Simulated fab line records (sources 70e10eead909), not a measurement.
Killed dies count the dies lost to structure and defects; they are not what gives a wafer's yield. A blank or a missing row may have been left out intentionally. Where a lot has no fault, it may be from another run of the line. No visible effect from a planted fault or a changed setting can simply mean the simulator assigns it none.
Which of the tools did it? -- flow nandHarc -- 35 wafers sampled from 12 lots at 1 step of a route of 1159

== WHAT EACH GAUGE READ, for each wafer ==
NHARC_A_SLIT_CD_MEAS_09: the cd target is 300 nm.
lot,measured,on,cdNm (nm)
L122,day 14 01:47,cdSem-02,300.1 299.7 300.0
L125,day 14 21:20,cdSem-03,300.3 300.3 300.6
L123,day 14 23:07,cdSem-02,300.8 300.6 300.2
L127,day 15 06:40,cdSem-02,300.4 300.0 300.2
L129,day 15 07:06,cdSem-03,300.1 299.9 299.7
L128,day 16 02:08,cdSem-01,300.1 299.7 299.9
L132,day 16 18:08,cdSem-02,300.0 299.3
L135,day 17 14:57,cdSem-01,299.7 299.9 300.4
L139,day 18 00:05,cdSem-03,300.3 300.1 300.3
L144,day 19 13:43,cdSem-01,301.4 300.4 299.8
L143,day 19 15:02,cdSem-01,300.2 300.0 300.0
L145,day 20 09:44,cdSem-02,300.0 299.8 299.6

== TOOL THAT RAN EACH LOT (tool first, then ch and the chambers of the sampled wafers, then the start) ==
Before these readings, the record contains no process step.

== WHAT THE TOOLS THEMSELVES READ (means of the sampled wafers that have a number; where no wafer has one, the mark that the record gives instead) ==
The record holds no such reading with a usual standard deviation.

== THE ANSWER, worked out from the rows above alone ==
Rule: usual is defined by the lots themselves. Put in order of their means at a reading, lots are off if they are a third of the lots or fewer, leave a main group of 4 or more, and stand apart from it by a gap of 3 or more times the standard deviation of the main group's means; of several such gaps the widest counts. A main group whose means are all the same, to the digits that the tables above print for the reading, isn't used. Also off: a lot with no number at a reading for which 4 or more lots have one. Any other lot the step has rows for is counted as sound. First the gauges in route order, then the tools' own readings, where a lot's mean is used as printed above. At the first step where some lot is off, the reading lying furthest off is the one used; lots without a number count as furthest.
No lot is off on any of the readings shown, so nothing can be concluded from this.

== WHAT WAS PUT IN BY THE SIMULATOR ==
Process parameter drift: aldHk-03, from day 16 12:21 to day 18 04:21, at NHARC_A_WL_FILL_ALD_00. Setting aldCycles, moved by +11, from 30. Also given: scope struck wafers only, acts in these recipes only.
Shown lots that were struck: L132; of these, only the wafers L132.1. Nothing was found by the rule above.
